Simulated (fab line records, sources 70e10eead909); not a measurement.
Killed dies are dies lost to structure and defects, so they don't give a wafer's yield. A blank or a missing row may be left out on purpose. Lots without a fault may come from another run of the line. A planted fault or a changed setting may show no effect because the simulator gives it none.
Which tool was responsible?	flow nand-harc	36 wafers from 12 lots sampled at 6 of the route's 1302 steps

== WHAT THE GAUGES SHOWED, per wafer ==
NHARC_A_M1_CD_MEAS_09 targets a cd of 120 nm.
lot	measured	on	cd-nm (nm)
L461	day 23 00:38	cd-sem-03	120.2 119.8 119.6
L463	day 23 16:09	cd-sem-03	120.9 120.2 120.2
L462	day 23 21:31	cd-sem-02	120.9 119.9 120.1
L464	day 23 22:05	cd-sem-02	120.6 120.7 121.3
L468	day 25 22:59	cd-sem-03	119.3 120.8 120.5
L470	day 26 14:25	cd-sem-01	119.9 120.1 119.4
L471	day 27 07:29	cd-sem-01	120.5 120.9 120.0
L474	day 28 00:29	cd-sem-03	120.0 120.8 120.5
L472	day 28 03:15	cd-sem-03	120.7 119.0 119.4
L473	day 28 09:30	cd-sem-03	120.2 119.9 120.6
L476	day 29 17:16	cd-sem-01	120.1 119.9 120.5
L484	day 31 10:22	cd-sem-03	119.5 120.3 120.7

NHARC_A_M1_INSPECT_27.
lot	measured	on	raw-defect-count
L461	day 23 03:27	defect-inspect-01	725 504 677
L463	day 23 19:09	defect-inspect-01	453 429 479
L462	day 24 00:16	defect-inspect-01	397 370 359
L464	day 24 00:50	defect-inspect-02	990 638 616
L468	day 26 01:46	defect-inspect-01	615 1045 641
L470	day 26 17:10	defect-inspect-01	444 381 379
L471	day 27 10:14	defect-inspect-01	501 527 540
L474	day 28 03:15	defect-inspect-01	515 492 459
L472	day 28 06:04	defect-inspect-01	717 524 473
L473	day 28 12:15	defect-inspect-02	479 415 346
L476	day 29 20:05	defect-inspect-01	641 515 747
L484	day 31 13:07	defect-inspect-02	816 4943 555

NHARC_END_SORT_01.
lot	measured	on	defect-limited-yield (%)	killed-at-array	killed-at-other	killed-at-periphery	killed-dies	killed-open	killed-short
L463	day 25 04:16	prober-02	84.8 86.6 85.8	97 86 93	4 0 0	2 5 3	103 91 96	5 3 4	4 1 4
L468	day 27 14:01	prober-01	93.1 92.5 92.6	45 47 45	0 0 1	2 4 4	47 51 50	2 2 1	2 2 4
L470	day 28 06:38	prober-01	94.8 96.0 94.5	33 25 32	0 0 3	2 2 2	35 27 37	4 3 4	3 1 1
L472	day 29 12:00	prober-01	93.8 94.1 93.5	38 36 41	0 0 0	4 4 3	42 40 44	2 6 5	0 3 2
L473	day 29 20:11	prober-01	90.7 90.3 90.5	57 61 59	2 0 2	4 5 3	63 66 64	5 3 3	3 1 1
L476	day 31 05:36	prober-02	87.4 88.6 89.1	74 72 72	2 2 0	9 3 2	85 77 74	4 7 4	3 2 6
L484	day 33 04:50	prober-02	88.9 0 87.0	69 677 79	0 0 0	6 0 9	75 677 88	2 2 3	7 6 1

== EACH LOT AND THE TOOL THAT RAN IT (in order: tool; ch and the chambers of the sampled wafers; start) ==
lot	NHARC_A_M1_DEGAS_29	NHARC_A_M1_CMP_23	NHARC_A_BONDPAD_CMP_29
L461	pvd-sputter-01, day 23 01:53	cmp-03 ch 0,2, day 23 02:59	cmp-03 ch 0,3, day 23 04:34
L463	pvd-sputter-01, day 23 17:22	cmp-02 ch 0,1,2, day 23 18:41	cmp-04 ch 1,3, day 23 20:16
L462	pvd-sputter-02, day 23 22:43	cmp-02 ch 0,1, day 23 23:47	cmp-01 ch 0,1,3, day 24 01:25
L464	pvd-sputter-01, day 23 23:17	cmp-03 ch 0,1,2, day 24 00:23	cmp-03 ch 1,2, day 24 01:56
L468	pvd-sputter-01, day 26 00:12	cmp-04 ch 0,1, day 26 01:17	cmp-03 ch 0,1, day 26 04:15
L470	pvd-sputter-01, day 26 15:38	cmp-02 ch 0,1,2, day 26 16:44	cmp-03 ch 2,3, day 26 18:19
L471	pvd-sputter-03, day 27 08:41	cmp-02 ch 2,3, day 27 09:46	cmp-01 ch 0,2, day 27 11:41
L474	pvd-sputter-03, day 28 01:42	cmp-04 ch 0,1,2, day 28 02:47	cmp-04 ch 0,2,3, day 28 04:22
L472	pvd-sputter-03, day 28 04:28	cmp-03 ch 1,2,3, day 28 05:40	cmp-03 ch 0,2, day 28 07:32
L473	pvd-sputter-03, day 28 10:42	cmp-02 ch 0,1,2, day 28 11:49	cmp-01 ch 0,2,3, day 28 13:21
L476	pvd-sputter-02, day 29 18:32	cmp-04 ch 0,2, day 29 19:39	cmp-03 ch 0,2,3, day 29 21:23
L484	pvd-sputter-02, day 31 11:34	cmp-03 ch 0,1,3, day 31 12:41	cmp-04 ch 2,3, day 31 14:19
- NHARC_A_M1_DEGAS_29: time 60 s.
- NHARC_A_M1_CMP_23: polishes, t overpolish 20 s, target thk 154.34 nm.
- NHARC_A_BONDPAD_CMP_29: polishes SiCN, target thk 200 nm.

== AS READ BY THE TOOLS THEMSELVES (means over the sampled wafers that have a number; for cases with no such wafer, the mark the record gives instead) ==
NHARC_A_M1_DEGAS_29.
lot	tool	heater-power-w (W)
L461	pvd-sputter-01	323
L463	pvd-sputter-01	361
L462	pvd-sputter-02	387
L464	pvd-sputter-01	328
L468	pvd-sputter-01	339
L470	pvd-sputter-01	334
L471	pvd-sputter-03	342
L474	pvd-sputter-03	379
L472	pvd-sputter-03	374
L473	pvd-sputter-03	350
L476	pvd-sputter-02	364
L484	pvd-sputter-02	364

NHARC_A_M1_CMP_23.
lot	tool	edge-zone-pressure-frac	motor-current-A (A)	slurry-filter-dp-kPa (kPa)	time-to-endpoint-s (s)
L461	cmp-03	1.005	12.0	13.42	33
L463	cmp-02	1.002	12.0	13.39	25
L462	cmp-02	0.999	11.7	13.40	26
L464	cmp-03	0.997	11.4	13.66	32
L468	cmp-04	1.002	12.3	13.53	33
L470	cmp-02	1.000	12.0	13.42	27
L471	cmp-02	1.001	12.2	13.52	29
L474	cmp-04	1.009	13.2	13.55	27
L472	cmp-03	1.002	11.0	13.54	29
L473	cmp-02	0.999	12.0	13.48	28
L476	cmp-04	1.003	13.7	13.49	24
L484	cmp-03	0.993	11.2	13.28	29

NHARC_A_BONDPAD_CMP_29.
lot	tool	edge-zone-pressure-frac	motor-current-A (A)	slurry-filter-dp-kPa (kPa)
L461	cmp-03	1.005	11.8	13.43
L463	cmp-04	1.002	11.7	13.50
L462	cmp-01	0.996	10.8	13.51
L464	cmp-03	1.001	11.0	13.46
L468	cmp-03	1.000	11.2	13.44
L470	cmp-03	1.002	11.9	13.57
L471	cmp-01	1.000	11.3	13.50
L474	cmp-04	1.004	12.8	13.46
L472	cmp-03	1.004	11.9	13.45
L473	cmp-01	1.005	11.6	13.41
L476	cmp-03	0.998	11.9	13.48
L484	cmp-04	0.999	12.6	13.59

== THE ANSWER, worked out from the rows above alone ==
Rule: usual is defined by the lots themselves. The widest of any qualifying gaps counts: lots, ordered by their means at a reading, are off when they make up no more than a third of the lots, leave a main group of 4 or more, and stand apart from it by 3 or more times the standard deviation of that group's means. Not used: any main group whose means are identical at the precision the tables above print for the reading. A lot without any number at a reading at which 4 lots or more have one is off too. Any other lot the step has rows for is counted as sound. The gauges are gone through in route order, then the tools' own readings, and for those a lot's mean is taken as printed above. At the first step where some lot is off, the reading lying furthest off is the one used; lots without a number count as furthest.
Off, at NHARC_A_M1_INSPECT_27 on raw-defect-count: L484. The main group has a mean of 546 with a standard deviation of 1.3e+02.
If a tool, at a process step before that reading, ran all the lots that are off and no sound lot after the first of them, it fits. Not tried: the gauges at NHARC_A_M1_INSPECT_27; whatever is off there is also off at NHARC_END_SORT_01, on other tools, and gauge error can't account for it. Undecided on this evidence; 2 tools fit (pvd-sputter-02 at NHARC_A_M1_DEGAS_29, cmp-03 at NHARC_A_M1_CMP_23).

== WHAT THE SIMULATOR HAD INSERTED ==
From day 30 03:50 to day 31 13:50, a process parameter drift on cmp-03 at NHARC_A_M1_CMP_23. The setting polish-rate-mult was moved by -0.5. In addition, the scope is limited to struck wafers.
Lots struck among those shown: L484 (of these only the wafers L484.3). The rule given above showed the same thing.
